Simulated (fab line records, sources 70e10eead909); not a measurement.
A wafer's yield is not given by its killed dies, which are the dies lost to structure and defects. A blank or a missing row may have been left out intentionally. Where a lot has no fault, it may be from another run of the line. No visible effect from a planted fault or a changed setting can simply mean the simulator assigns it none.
Matching of chambers | flow nand_harc | NHARC_A_M1_DESCUM_14 on rie_diel-04 has 4 sister chambers
The step chemistry O2, time 3 s. 8 wafers are shown with their chamber, then 8 later ones without.

## WAFERS, EACH WITH ITS CHAMBER
wafer  | chamber | oes_product_au (a.u.) | o2_flow_sccm (sccm)
L078.6 | 1       | 1.025                 | 200.0
L083.1 | 3       | 0.996                 | 199.3
L083.4 | 2       | 0.995                 | 199.7
L083.5 | 1       | 1.007                 | 200.5
L085.1 | 3       | 0.997                 | 199.0
L085.3 | 2       | 0.997                 | 200.0
L085.4 | 0       | 1.000                 | 199.8
L084.2 | 0       | 0.993                 | 199.3

## WAFERS WITH NO CHAMBER GIVEN
wafer  | oes_product_au (a.u.) | o2_flow_sccm (sccm)
L084.3 | 0.987                 | 200.3
L084.5 | 0.996                 | 200.3
L089.2 | 0.989                 | 200.6
L089.3 | 0.984                 | 200.8
L089.6 | 0.998                 | 200.2
L094.1 | 0.990                 | 200.6
L094.4 | 0.990                 | 200.1
L094.6 | 1.003                 | 199.2

## THE CHAMBER EACH PASSED THROUGH
wafer  | from the rows above          | in truth
L084.3 | can't be placed: 2 or 0      | 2
L084.5 | can't be placed: 2 or 0 or 1 | 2
L089.2 | can't be placed: 2 or 0 or 1 | 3
L089.3 | can't be placed: 2 or 0 or 1 | 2
L089.6 | can't be placed: 2 or 0 or 1 | 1
L094.1 | can't be placed: 2 or 0 or 1 | 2
L094.4 | can't be placed: 2 or 0      | 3
L094.6 | can't be placed: 3 or 0 or 2 | 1
Correct placement for 0 of the 8. Unplaceable from these rows: 8, with the true chamber sitting among the candidates in 5. Wrongly placed: 0.
How it was worked out, from the rows above alone: a wafer's distance from a chamber is the root of the sum, over the readings, of the square of ((its reading less the chamber's mean) divided by the reading's scatter). If the next closest chamber is less than 2 further off than the closest, the wafer can't be placed; otherwise it belongs to the closest. The mean given for a chamber averages the wafers shown for that chamber. The scatter: take each reading less its chamber's mean, square it, sum over the shown wafers, divide by the number of wafers less the number of chambers, and take the root.
